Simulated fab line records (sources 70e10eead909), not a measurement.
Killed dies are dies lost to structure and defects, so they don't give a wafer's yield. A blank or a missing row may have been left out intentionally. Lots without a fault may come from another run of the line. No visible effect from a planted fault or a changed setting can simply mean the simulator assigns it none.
fab line records | flow nand_harc
[record] lots = 24 wafers = 72 last_day = 24
route steps=1159 shown P_GATE@213 P_CONTACT@252 P_M0@275 P_M1@316 P_M2@332 P_BONDPAD@380
lots that met no fault: from a run of the same line without faults
start_h: hours from the record's opening day to when the first of the lot's shown wafers began | wait_h: hours elapsed since this lot's preceding step | " the same as in the row above | L1.1+2: a row that stands for several wafers | - value missing, or start not given | * or withheld: withheld | < > ~ a bound
route shown NAME@n: a module of which the file shows steps, and the number in the route of the first | usual: mean/standard deviation taken from wafers without a fault | same: alike in all rows | chamber/n: place in a boat | sites: per-site readings | _std_site: how widely they spread, as a standard deviation | _edge_site: the outer-site mean with the inner-site mean subtracted | radius_mm: for every site, how far away it sits from the centre of the wafer | mask NAME#n: copy n | behind: tool/chamber where the wafer was last shaped | hold: what put the lot on hold/how long, in hours/how the hold closed | device: whichever transistor did not switch (one of n, p or np) | end of line: the same wafers' tests at the end of the route | step lacking rows: just its recipe | killed: not the wafer's yield, but the dies lost to structure and defects at the first sort | map: a wafer's dies, x killed, . not, _ none there
set.NAME: the setting the step ran with; set.NAME@STEP: the setting that earlier step ran with | model.NAME: the simulator's own value behind a step, which no gauge read
a sample of lots followed through the steps of the route, with each step as a table and each wafer as a row
services: the hour from which a tool's chamber was out of use, counted from the record's first day as start_h (under 0 if before that day), plus the number of hours and why
[[steps]]
[step NHARC_P_GATE_RTA_80]
[recipe] temp_c = 300 time_s = 30
[usual] anneal_temp_c_max = 301.3/0.33 wafer_temp_C_max = 301.06/0.29
// columns lot.wafer tool chamber start_h wait_h anneal_temp_c_max wafer_temp_C_max
L075.2 rtp_anneal-02 0 116.46 - 300.9 300.62
L075.5 " 0 " " 301.2 300.95
L075.6 " 0 " " 301.4 301.03
L074.2 rtp_anneal-02 0 117.05 - 301.1 300.58
L074.3 " 0 " " 301.0 301.08
L074.5 " 0 " " 300.8 300.61
L076.1 rtp_anneal-02 0 117.21 - 301.3 301.77
L076.2 " 0 " " 301.2 301.54
L076.6 " 0 " " 301.3 301.50
L077.2 rtp_anneal-02 0 123.37 - 301.0 301.17
L077.3 " 0 " " 300.9 301.00
L077.4 " 0 " " 301.5 301.08
L078.1 rtp_anneal-01 0 136.18 - 301.5 301.55
L078.2 " 0 " " 301.9 301.28
L078.3 " 0 " " 302.3 301.24
L079.2 rtp_anneal-01 0 145.39 - 301.1 301.10
L079.3 " 0 " " 301.0 301.55
L079.4 " 0 " " 301.5 301.18
L080.1 rtp_anneal-02 0 147.98 - 301.3 300.84
L080.2 " 0 " " 300.7 301.03
L080.6 " 0 " " 300.8 300.94
L081.2 rtp_anneal-01 0 150.61 - 301.8 301.38
L081.3 " 0 " " 301.1 300.95
L081.5 " 0 " " 301.3 301.01
L082.2 rtp_anneal-01 0 156.71 - 301.8 301.46
L082.3 " 0 " " 301.6 301.10
L082.5 " 0 " " 301.5 300.89
L083.2 rtp_anneal-01 0 161.74 - 301.5 301.25
L083.3 " 0 " " 301.4 300.69
L083.4 " 0 " " 302.4 300.81
L084.1 rtp_anneal-02 0 162.49 - 301.3 300.80
L084.2 " 0 " " 301.1 300.72
L084.6 " 0 " " 301.0 300.91
L088.4 rtp_anneal-01 0 186.06 - 301.6 300.96
L088.5 " 0 " " 301.6 301.28
L088.6 " 0 " " 301.8 301.94
L087.2 rtp_anneal-01 0 187.35 - 301.3 301.53
L087.3 " 0 " " 301.0 301.65
L087.5 " 0 " " 301.3 301.11
L085.2 rtp_anneal-02 0 188.69 - 300.8 301.34
L085.3 " 0 " " 301.0 301.54
L085.5 " 0 " " 301.1 301.26
L086.3 rtp_anneal-02 0 193.62 - 301.6 301.49
L086.5 " 0 " " 301.1 300.70
L086.6 " 0 " " 301.0 301.24
L090.1 rtp_anneal-02 0 199.88 - 301.4 300.81
L090.5 " 0 " " 301.0 300.87
L090.6 " 0 " " 301.0 301.30
L089.1 rtp_anneal-02 0 201.91 - 301.3 300.74
L089.2 " 0 " " 301.0 300.90
L089.3 " 0 " " 301.4 300.86
L091.2 rtp_anneal-01 0 209.71 - 301.8 301.24
L091.5 " 0 " " 301.2 301.22
L091.6 " 0 " " 301.2 300.71
L094.2 rtp_anneal-02 0 219.85 - 301.3 301.16
L094.3 " 0 " " 301.4 301.09
L094.6 " 0 " " 301.2 300.77
L092.1 rtp_anneal-02 0 220.70 - 300.8 300.47
L092.2 " 0 " " 300.5 300.80
L092.4 " 0 " " 301.0 300.80
L093.3 rtp_anneal-02 0 224.34 - 301.3 301.04
L093.5 " 0 " " 301.4 300.85
L093.6 " 0 " " 301.3 301.36
L095.1 rtp_anneal-02 0 233.86 - 301.3 300.77
L095.2 " 0 " " 301.4 300.87
L095.5 " 0 " " 301.2 300.64
L097.1 rtp_anneal-02 0 237.56 - 300.9 301.46
L097.2 " 0 " " 300.9 300.75
L097.4 " 0 " " 301.0 300.38
L096.2 rtp_anneal-01 0 239.60 - 301.3 300.87
L096.3 " 0 " " 301.4 301.11
L096.6 " 0 " " 301.3 300.90
[step NHARC_P_CONTACT_INSPECT_27]
[usual] raw_defect_count = 298/120
// columns lot.wafer tool chamber start_h wait_h raw_defect_count
L075.2 defect_inspect-01 - 125.63 0.1 115
L075.5 " - " " 167
L075.6 " - " " 102
L074.2 defect_inspect-02 - 126.18 0.1 255
L074.3 " - " " 224
L074.5 " - " " 516
L076.1 defect_inspect-02 - 127.03 0.1 186
L076.2 " - " " 156
L076.6 " - " " 275
L077.2 defect_inspect-02 - 133.45 0.1 205
L077.3 " - " " 333
L077.4 " - " " 369
L078.1 defect_inspect-01 - 145.29 0.1 242
L078.2 " - " " 248
L078.3 " - " " 312
L079.2 defect_inspect-01 - 150.88 0.1 263
L079.3 " - " " 218
L079.4 " - " " 544
L080.1 defect_inspect-01 - 153.62 0.1 252
L080.2 " - " " 249
L080.6 " - " " 324
L081.2 defect_inspect-02 - 156.20 0.1 194
L081.3 " - " " 462
L081.5 " - " " 730
L082.2 defect_inspect-02 - 162.47 0.1 311
L082.3 " - " " 346
L082.5 " - " " 200
L083.2 defect_inspect-01 - 175.25 0.1 355
L083.3 " - " " 294
L083.4 " - " " 474
L084.1 defect_inspect-02 - 175.32 0.1 326
L084.2 " - " " 196
L084.6 " - " " 326
L088.4 defect_inspect-02 - 193.55 0.1 207
L088.5 " - " " 285
L088.6 " - " " 204
L087.2 defect_inspect-01 - 196.93 0.1 210
L087.3 " - " " 161
L087.5 " - " " 203
L085.2 defect_inspect-01 - 197.43 0.1 224
L085.3 " - " " 371
L085.5 " - " " 299
L086.3 defect_inspect-01 - 211.02 0.1 176
L086.5 " - " " 432
L086.6 " - " " 362
L090.1 defect_inspect-01 - 212.27 0.1 359
L090.5 " - " " 179
L090.6 " - " " 200
L089.1 defect_inspect-02 - 212.78 0.1 342
L089.2 " - " " 244
L089.3 " - " " 295
L091.2 defect_inspect-01 - 220.75 0.1 179
L091.5 " - " " 179
L091.6 " - " " 436
L094.2 defect_inspect-02 - 227.35 0.1 245
L094.3 " - " " 338
L094.6 " - " " 602
L092.1 defect_inspect-01 - 227.86 0.1 412
L092.2 " - " " 548
L092.4 " - " " 233
L093.3 defect_inspect-01 - 229.87 0.1 652
L093.5 " - " " 370
L093.6 " - " " 324
L095.1 defect_inspect-01 - 243.01 0.1 219
L095.2 " - " " 211
L095.5 " - " " 316
L097.1 defect_inspect-02 - 246.59 0.1 315
L097.2 " - " " 342
L097.4 " - " " 300
L096.2 defect_inspect-02 - 251.46 0.1 248
L096.3 " - " " 319
L096.6 " - " " 472
[step NHARC_P_M0_PVD_21]
[recipe] target_thk_a = 300 chamber_pressure_pa = 5 power_w = 5000 substrate_temp_c = 30 time_s = 20.49 material = Cu
[usual] chamber_pressure_pa = 4.998/0.0094 throttle_valve_pct = 30.1/1.2
// columns lot.wafer tool chamber start_h wait_h chamber_pressure_pa throttle_valve_pct
L075.2 pvd_sputter-02 - - - 5.003 30.5
L075.5 " - " " 5.008 30.4
L075.6 " - " " 4.989 31.0
L074.3 pvd_sputter-01 - - - 5.005 32.0
L074.2 " - " " 4.998 29.5
L074.5 " - " " 4.991 30.7
L076.2 pvd_sputter-01 - - - 4.998 31.6
L076.1 " - " " 4.995 29.3
L076.6 " - " " 5.003 30.6
L077.4 pvd_sputter-03 - - - 4.996 28.8
L077.2 " - " " 5.001 29.7
L077.3 " - " " 5.016 30.7
L078.2 pvd_sputter-03 - - - 5.007 29.6
L078.3 " - " " 4.979 27.8
L078.1 " - " " 4.994 28.9
L079.2 pvd_sputter-03 - - - 4.983 29.7
L079.3 " - " " 4.991 30.7
L079.4 " - " " 4.986 28.7
L080.1 pvd_sputter-03 - - - 4.992 30.8
L080.2 " - " " 5.002 27.9
L080.6 " - " " 4.990 30.8
L081.3 pvd_sputter-03 - - - 5.000 30.0
L081.2 " - " " 4.998 28.2
L081.5 " - " " 5.000 30.0
L082.2 pvd_sputter-01 - - - 5.000 31.7
L082.3 " - " " 5.011 29.4
L082.5 " - " " 5.004 31.0
L083.3 pvd_sputter-03 - - - 4.973 28.1
L083.2 " - " " 4.994 29.0
L083.4 " - " " 4.994 30.9
L084.1 pvd_sputter-02 - - - 4.986 31.0
L084.2 " - " " 4.998 30.4
L084.6 " - " " 4.987 31.1
L088.4 pvd_sputter-03 - - - 5.004 29.7
L088.5 " - " " 5.002 29.0
L088.6 " - " " 5.001 29.9
L087.3 pvd_sputter-02 - - - 4.989 30.6
L087.2 " - " " 5.012 30.5
L087.5 " - " " 4.975 30.5
L085.2 pvd_sputter-01 - - - 5.005 32.3
L085.3 " - " " 4.989 31.6
L085.5 " - " " 5.011 29.0
L086.3 pvd_sputter-01 - - - 5.016 31.7
L086.6 " - " " 5.006 31.6
L086.5 " - " " 5.004 31.9
L090.1 pvd_sputter-03 - 214.53 - 5.008 28.1
L090.5 " - " " 4.985 28.8
L090.6 " - " " 4.988 29.5
L089.1 pvd_sputter-03 - - - 4.996 28.9
L089.3 " - " " 4.991 30.8
L089.2 " - " " 4.990 28.2
L091.2 pvd_sputter-03 - - - 4.994 30.6
L091.5 " - " " 5.002 28.0
L091.6 " - " " 5.000 29.1
L094.2 pvd_sputter-01 - - - 5.008 31.8
L094.3 " - " " 4.994 31.9
L094.6 " - " " 4.998 29.0
L092.1 pvd_sputter-03 - - - 5.012 29.9
L092.4 " - " " 4.994 30.5
L092.2 " - " " 5.001 28.2
L093.3 pvd_sputter-02 - - - 4.993 30.7
L093.6 " - " " 4.996 30.0
L093.5 " - " " 4.999 30.8
L095.1 pvd_sputter-01 - - - 4.994 29.2
L095.2 " - " " 5.003 31.9
L095.5 " - " " 5.004 29.1
L097.2 pvd_sputter-02 - - - 5.010 29.6
L097.4 " - " " 4.989 31.1
L097.1 " - " " 4.988 30.8
L096.2 pvd_sputter-03 - - - 4.997 28.1
L096.3 " - " " 5.016 30.7
L096.6 " - " " 4.994 28.3
[step NHARC_P_M1_PRE_CLEAN_32]
[recipe] time_s = 12 temp_c = 370 rf_power_w = 300 gas = NH3
[usual] heater_power_w = 662/78
// columns lot.wafer tool chamber start_h wait_h heater_power_w
L075.2 pecvd-02 1 133.60 0.1 816
L075.5 " 2 " " 649
L075.6 " 0 " " 731
L074.2 pecvd-03 2 134.29 0.1 567
L074.3 " 1 " " 766
L074.5 " 2 " " 571
L076.1 pecvd-02 1 134.94 0.1 824
L076.2 " 2 " " 631
L076.6 " 2 " " 627
L077.2 pecvd-02 1 141.17 0.1 843
L077.3 " 0 " " 724
L077.4 " 1 " " 802
L078.1 pecvd-04 0 153.39 0.1 510
L078.2 " 1 " " 593
L078.3 " 2 " " 765
L079.2 pecvd-03 2 158.77 0.1 586
L079.3 " 0 " " 716
L079.4 " 1 " " 757
L080.1 pecvd-04 0 161.65 0.1 474
L080.2 " 1 " " 696
L080.6 " 0 " " 491
L081.3 pecvd-04 0 164.15 0.1 474
L081.2 " 2 " " 706
L081.5 " 0 " " 480
L082.2 pecvd-04 2 170.62 0.1 616
L082.3 " 0 " " 571
L082.5 " 0 " " 570
L083.3 pecvd-03 0 183.10 0.1 685
L083.2 " 2 " " 590
L083.4 " 2 " " 596
L084.1 pecvd-04 1 183.51 0.1 598
L084.2 " 0 " " 577
L084.6 " 2 " " 669
L088.4 pecvd-02 1 201.66 0.2 755
L088.6 " 2 " " 660
L088.5 " 0 " " 689
L087.2 pecvd-02 0 204.76 0.1 664
L087.3 " 2 " " 576
L087.5 " 1 " " 734
L085.3 pecvd-02 1 205.50 0.1 722
L085.2 " 2 " " 640
L085.5 " 2 " " 643
L086.3 pecvd-02 1 218.90 0.1 725
L086.6 " 2 " " 678
L086.5 " 1 " " 720
L090.1 pecvd-02 0 220.05 0.1 722
L090.5 " 1 " " 774
L090.6 " 2 " " 634
L089.3 pecvd-03 1 221.00 0.1 766
L089.1 " 2 " " 625
L089.2 " 0 " " 614
L091.2 pecvd-02 2 228.83 0.2 628
L091.5 " 2 " " 628
L091.6 " 0 " " 731
L094.3 pecvd-03 0 235.38 0.1 667
L094.2 " 1 " " 729
L094.6 " 0 " " 682
L092.2 pecvd-02 1 235.95 0.1 696
L092.1 " 2 " " 590
L092.4 " 0 " " 674
L093.3 pecvd-03 0 237.57 0.1 613
L093.5 " 2 " " 570
L093.6 " 0 " " 577
L095.2 pecvd-04 1 251.06 0.1 707
L095.1 " 2 " " 632
L095.5 " 0 " " 506
L097.1 pecvd-04 2 254.18 0.1 683
L097.2 " 1 " " 674
L097.4 " 2 " " 681
L096.2 pecvd-02 1 259.07 0.1 733
L096.3 " 2 " " 610
L096.6 " 2 " " 618
[step NHARC_P_M2_ETCH_35]
[recipe] target_depth_a = 400 overetch_a = 120 time_s = 43.94 ion_energy_ev = 200 n2_flow_sccm = 150 h2_flow_sccm = 150 ar_flow_sccm = 0 rf_w = 400 bias_w = 150 chemistry = N2/H2
[usual] drypump_motor_current_A = 5.6/0.33 h2_flow_sccm = 150.0/0.47 oes_product_au = 0.998/0.0069 rf_vpp_V = 429.1/2.5 showerhead_plenum_p_Torr = 1.99/0.088 throttle_valve_pct = 14.172/0.0097
// columns lot.wafer tool chamber start_h wait_h drypump_motor_current_A h2_flow_sccm oes_product_au rf_hours_counter_h rf_vpp_V showerhead_plenum_p_Torr throttle_valve_pct
L075.2 rie_diel-09 2 135.33 0.1 5.6 150.2 0.992 2 428.0 1.95 14.153
L075.5 " 2 " " 5.6 149.7 0.995 - 428.3 1.95 14.166
L075.6 " 3 " " 5.5 150.3 0.995 - 426.6 1.90 14.170
L074.3 rie_diel-04 3 135.91 0.1 4.9 149.5 1.005 2 427.0 1.92 14.189
L074.2 " 0 " " 6.4 150.3 0.999 2 431.1 2.07 14.168
L074.5 " 3 " " 4.9 150.1 0.997 - 426.8 1.92 14.188
L076.2 rie_diel-09 3 136.55 0.1 5.5 151.2 0.997 2 426.5 1.90 14.172
L076.1 " 2 " " 5.6 149.6 1.012 2 425.7 1.95 14.170
L076.6 " 3 " " 5.5 150.6 0.996 - 426.2 1.90 14.161
L077.3 rie_diel-04 0 142.80 0.1 6.4 149.7 1.011 3 430.7 2.07 14.157
L077.2 " 1 " " 5.3 149.1 0.989 4 427.8 1.95 14.166
L077.4 " 3 " " 4.9 149.4 1.003 3 427.6 1.92 14.168
L078.1 rie_diel-09 3 155.00 0.1 5.5 150.2 0.999 3 426.2 1.90 14.169
L078.2 " 0 " " 5.8 150.4 0.986 3 429.4 2.00 14.156
L078.3 " 2 " " 5.6 150.0 0.987 3 428.1 1.95 14.171
L079.4 rie_diel-02 3 160.34 0.1 6.4 150.3 1.007 0 427.2 1.92 14.176
L079.2 " 0 " " 5.7 150.1 0.999 0 428.8 1.93 14.146
L079.3 " 1 " " 6.3 149.7 1.019 0 426.9 1.92 14.168
L080.2 rie_diel-09 2 163.26 0.1 5.6 149.7 1.000 3 427.5 1.95 14.162
L080.1 " 0 " " 5.8 150.3 1.004 3 428.8 2.00 14.167
L080.6 " 2 " " 5.6 149.7 1.005 - 426.4 1.95 14.169
L081.3 rie_diel-09 2 165.75 0.1 5.6 150.1 0.994 4 428.3 1.95 14.149
L081.2 " 1 " " 6.0 150.7 0.997 3 434.9 2.15 14.163
L081.5 " 3 " " 5.5 149.6 0.996 - 426.8 1.90 14.175
L082.3 rie_diel-09 3 172.26 0.1 5.5 150.1 1.004 4 426.9 1.90 14.182
L082.2 " 1 " " 5.9 149.8 1.004 4 434.1 2.15 14.177
L082.5 " 0 " " 5.8 148.7 0.992 - 429.8 2.00 14.188
L083.3 rie_diel-09 3 184.58 0.1 5.4 149.7 0.999 4 427.4 1.90 14.165
L083.4 " 0 " " 5.8 149.6 0.989 4 429.2 2.00 14.189
L083.2 " 2 " " 5.6 149.9 0.997 4 427.2 1.95 14.179
L084.2 rie_diel-09 2 185.12 0.1 5.6 149.9 0.994 4 428.3 1.95 14.179
L084.1 " 3 " " 5.5 149.0 0.992 4 426.5 1.90 14.174
L084.6 " 1 " " 5.9 150.3 1.001 - 432.6 2.15 14.173
L088.4 rie_diel-09 1 203.24 0.1 5.9 150.5 0.998 5 433.5 2.15 14.175
L088.6 " 2 " " 5.6 149.8 0.994 - 428.3 1.95 14.169
L088.5 " 3 " " 5.5 149.7 1.001 - 426.2 1.90 14.160
L087.3 rie_diel-04 3 206.36 0.1 4.9 149.3 1.000 16 427.2 1.92 14.175
L087.2 " 0 " " 6.3 149.8 1.001 15 429.8 2.06 14.182
L087.5 " 3 " " 4.9 150.0 1.005 - 427.9 1.92 14.182
L085.3 rie_diel-09 3 206.95 0.1 5.5 150.3 0.995 5 425.8 1.90 14.180
L085.2 " 2 " " 5.6 149.5 0.996 5 429.0 1.95 14.156
L085.5 " 3 " " 5.5 150.2 0.992 - 426.3 1.90 14.173
L086.3 rie_diel-09 2 220.46 0.1 5.6 149.2 0.999 5 428.6 1.95 14.177
L086.6 " 2 " " 5.6 150.0 0.989 - 428.8 1.95 14.169
L086.5 " 3 " " 5.5 150.6 1.003 - 427.2 1.90 14.152
L090.1 rie_diel-09 3 221.66 0.1 5.5 149.8 0.995 5 426.0 1.90 14.175
L090.5 " 3 " " 5.5 149.6 0.995 - 424.6 1.90 14.180
L090.6 " 0 " " 5.8 149.7 0.990 - 430.6 2.00 14.175
L089.1 rie_diel-09 2 222.47 0.1 5.6 149.4 1.003 5 428.1 1.95 14.177
L089.3 " 3 " " 5.5 151.3 1.009 5 425.4 1.90 14.183
L089.2 " 1 " " 6.0 149.9 1.004 5 434.2 2.15 14.180
L091.2 rie_diel-09 3 230.31 0.1 5.5 149.9 0.984 6 427.1 1.90 14.163
L091.5 " 3 " " 5.5 149.6 0.997 - 428.7 1.90 14.168
L091.6 " 0 " " 5.8 149.8 0.999 - 429.4 2.00 14.173
L094.3 rie_diel-09 2 236.98 0.1 5.6 150.7 0.999 6 428.2 1.95 14.174
L094.2 " 3 " " 5.5 150.1 1.002 6 425.8 1.90 14.174
L094.6 " 0 " " 5.8 149.8 1.009 - 429.8 2.00 14.163
L092.4 rie_diel-09 3 237.53 0.1 5.5 150.9 0.998 6 426.4 1.90 14.177
L092.2 " 0 " " 5.8 149.8 1.000 6 430.3 2.00 14.168
L092.1 " 2 " " 5.6 151.4 0.983 6 427.3 1.95 14.173
L093.3 rie_diel-09 2 239.18 0.1 5.6 150.9 0.992 6 427.3 1.95 14.171
L093.5 " 3 " " 5.5 149.5 1.006 - 426.9 1.90 14.176
L093.6 " 0 " " 5.8 150.2 0.991 - 431.7 2.00 14.179
L095.1 rie_diel-09 0 252.65 0.1 5.8 149.8 1.008 6 430.3 2.00 14.178
L095.2 " 2 " " 5.6 149.5 1.002 6 428.3 1.95 14.178
L095.5 " 0 " " 5.8 150.1 1.001 - 428.1 2.00 14.162
L097.2 rie_diel-04 1 255.65 0.1 5.3 149.8 0.988 20 427.4 1.94 14.163
L097.1 " 3 " " 4.9 150.4 0.994 22 425.9 1.91 14.179
L097.4 " 0 " " 6.4 149.0 0.996 22 431.2 2.06 14.169
L096.3 rie_diel-04 1 260.80 0.1 5.3 149.6 0.987 20 428.4 1.94 14.145
L096.2 " 2 " " 5.2 150.5 0.999 24 432.7 2.15 14.165
L096.6 " 3 " " 4.9 149.9 1.000 - 426.5 1.91 14.184
[step NHARC_P_BONDPAD_CMP_19]
[recipe] t_overpolish_s = 30 cu_recess_touch_s = 16 target_thk_nm = 160.81
[usual] motor_current_A = 12.1/0.9 overpolish_run_s = 29.999/0.009
// columns lot.wafer tool chamber start_h wait_h motor_current_A overpolish_run_s
L075.2 cmp-03 0 142.28 - 13.0 29.989
L075.6 " 3 " " 12.0 29.993
L075.5 " 0 " " 13.1 30.013
L074.3 cmp-01 2 142.77 - 12.5 30.007
L074.2 " 3 " " 12.2 30.004
L074.5 " 1 " " 12.4 29.995
L076.1 cmp-03 1 143.36 - 11.7 30.018
L076.2 " 3 " " 12.4 30.005
L076.6 " 0 " " 12.8 29.992
L077.4 cmp-02 2 149.45 - 10.9 30.002
L077.3 " 3 " " 11.9 29.989
L077.2 " 0 " " 14.1 30.001
L078.3 cmp-03 1 161.74 - 11.6 30.011
L078.2 " 3 " " 12.0 30.004
L078.1 " 0 " " 12.7 30.025
L079.4 cmp-01 3 167.25 - 11.8 30.000
L079.3 " 0 " " 11.2 29.991
L079.2 " 2 " " 12.7 29.995
L080.2 cmp-01 3 169.84 - 12.0 29.994
L080.1 " 0 " " 11.2 29.991
L080.6 " 3 " " 11.6 30.011
L081.2 cmp-03 0 172.90 - 13.1 29.983
L081.3 " 1 " " 11.4 30.002
L081.5 " 1 " " 12.0 29.991
L082.3 cmp-02 0 179.42 - 15.2 30.005
L082.2 " 1 " " 11.8 30.005
L082.5 " 1 " " 12.9 30.001
L083.3 cmp-03 1 191.23 - 12.0 29.999
L083.4 " 2 " " 11.2 30.003
L083.2 " 0 " " 12.5 30.016
L084.1 cmp-02 0 191.72 - 12.9 30.004
L084.2 " 2 " " 10.9 29.999
L084.6 " 1 " " 12.2 30.000
L088.4 cmp-03 0 210.02 - 13.1 30.015
L088.6 " 3 " " 12.3 29.995
L088.5 " 0 " " 12.5 29.990
L087.3 cmp-02 1 213.02 - 12.1 29.997
L087.2 " 2 " " 11.2 29.980
L087.5 " 2 " " 10.8 30.002
L085.2 cmp-03 2 214.93 - 11.1 29.997
L085.3 " 3 " " 12.8 29.990
L085.5 " 0 " " 12.2 30.012
L086.3 cmp-03 3 227.17 - 13.1 30.009
L086.6 " 2 " " 11.6 29.994
L086.5 " 3 " " 12.2 30.010
L090.1 cmp-03 0 228.25 - 13.0 29.984
L090.5 " 3 " " 12.8 30.004
L090.6 " 0 " " 12.7 30.003
L089.3 cmp-01 0 229.10 - 11.4 30.021
L089.2 " 1 " " 11.9 29.998
L089.1 " 3 " " 12.0 30.000
L091.2 cmp-02 3 237.02 - 11.1 29.992
L091.6 " 0 " " 14.3 29.993
L091.5 " 1 " " 11.9 29.992
L094.3 cmp-03 0 243.57 - 13.3 29.997
L094.2 " 3 " " 11.8 30.011
L094.6 " 1 " " 11.4 30.002
L092.1 cmp-02 1 244.65 - 12.5 29.980
L092.4 " 2 " " 10.5 30.002
L092.2 " 0 " " 12.6 29.996
L093.3 cmp-03 0 245.84 - 12.4 29.999
L093.6 " 2 " " 11.4 30.013
L093.5 " 3 " " 12.1 29.997
L095.1 cmp-02 1 259.19 - 13.2 30.000
L095.2 " 2 " " 10.5 29.997
L095.5 " 2 " " 11.6 29.995
L097.1 cmp-02 2 262.68 - 11.1 30.002
L097.4 " 3 " " 11.1 30.004
L097.2 " 0 " " 13.9 29.999
L096.3 cmp-02 0 267.38 - 14.7 30.007
L096.2 " 2 " " 11.4 30.014
L096.6 " 3 " " 11.3 29.977
[[services]]
// columns tool chamber start_h hours kind
pvd_sputter-03 - 102.00 10.0 pm
pecvd-03 - 111.22 13.0 pm
rie_diel-04 - 111.95 9.0 pm
cmp-02 - 128.50 4.0 pm
pecvd-04 1 128.65 9.8 repair
pvd_sputter-02 - 128.88 6.6 repair
cmp-03 - 139.38 1.8 repair
cmp-02 - 141.51 1.2 repair
rie_diel-09 0 144.79 3.3 repair
pecvd-02 - 153.24 13.0 pm
cmp-03 - 157.48 4.0 pm
rie_diel-09 1 157.88 4.2 repair
rie_diel-09 0 168.54 1.2 repair
pvd_sputter-01 - 171.17 10.0 pm
pecvd-04 - 172.91 1.1 repair
rie_diel-04 1 181.25 4.5 repair
pvd_sputter-03 - 185.58 1.2 repair
rie_diel-04 1 188.07 9.5 repair
pecvd-04 - 195.00 13.0 pm
pvd_sputter-03 - 204.83 6.3 repair
rie_diel-04 - 217.85 0.2 repair
cmp-02 - 226.50 4.0 pm
rie_diel-09 - 254.10 9.0 pm
cmp-03 - 255.48 4.0 pm
[[key]]
fault none
